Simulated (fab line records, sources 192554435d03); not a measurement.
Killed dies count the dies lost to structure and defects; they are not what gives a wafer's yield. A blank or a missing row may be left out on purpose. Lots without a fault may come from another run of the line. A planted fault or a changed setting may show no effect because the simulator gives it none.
Matching of chambers -- flow n5 finfet -- N5_SD_EPI_N_ETCHBACK_44 on rie diel-05 has 4 sister chambers
The step etches SiNx in CH3F/O2, stops on SiO2, target depth 14.5 nm. 18 wafers are shown with their chamber, then 9 later ones without.

== EACH WAFER AND ITS CHAMBER ==
wafer,chamber,drypump motor current A (A),showerhead plenum p Torr (Torr),throttle valve pct (%)
L075.2,3,5.6,1.99,16.65
L075.4,2,5.1,2.10,16.24
L075.6,3,5.6,1.99,16.63
L082.3,3,5.6,1.99,16.66
L082.4,0,5.7,1.91,16.61
L082.6,1,6.0,1.98,16.02
L083.2,1,6.0,1.98,16.00
L083.4,2,5.1,2.09,16.28
L083.6,0,5.7,1.91,16.62
L088.2,0,5.7,1.91,16.63
L088.4,1,6.0,1.97,16.06
L088.5,2,5.1,2.09,16.30
L089.1,1,6.1,1.97,16.02
L089.5,1,6.1,1.97,16.05
L089.6,0,5.7,1.91,16.63
L090.3,2,5.1,2.09,16.30
L090.4,0,5.7,1.90,16.65
L090.6,1,6.1,1.97,16.05

SIGNATURES (averages over the wafers above)
reading,chamber 0,chamber 1,chamber 2,chamber 3,scatter within a chamber
drypump motor current A,5.700,6.050,5.100,5.600,0.0327
showerhead plenum p Torr,1.9080,1.9733,2.0925,1.9900,0.00454
throttle valve pct,16.6280,16.0333,16.2800,16.6467,0.0215
Rule: for a wafer and a chamber, the distance is found by dividing, reading by reading, the gap between the wafer's reading and the chamber's mean by the reading's scatter, squaring, summing and taking the root. The wafer belongs to the nearest chamber; if the next one is less than 2 further off, it can't be placed. The scatter: take each reading less its chamber's mean, square it, sum over the shown wafers, divide by the number of wafers less the number of chambers, and take the root.

== WAFERS WITH NO CHAMBER GIVEN ==
wafer,drypump motor current A (A),showerhead plenum p Torr (Torr),throttle valve pct (%)
L091.1,5.8,1.90,16.64
L091.5,5.1,2.09,16.30
L091.6,5.7,1.90,16.63
L092.1,6.1,1.97,16.06
L092.3,5.1,2.08,16.29
L092.4,6.1,1.97,16.07
L097.1,5.7,1.90,16.70
L097.5,5.7,1.90,16.68
L097.6,5.1,2.08,16.33

== WHICH CHAMBER EACH ONE RAN IN ==
wafer,from the rows above,in truth
L091.1,0,0
L091.5,2,2
L091.6,0,0
L092.1,1,1
L092.3,2,2
L092.4,1,1
L097.1,0,0
L097.5,0,0
L097.6,2,2
9 of 9 placed correctly. Not placeable from these rows: 0. Wrongly placed: 0.
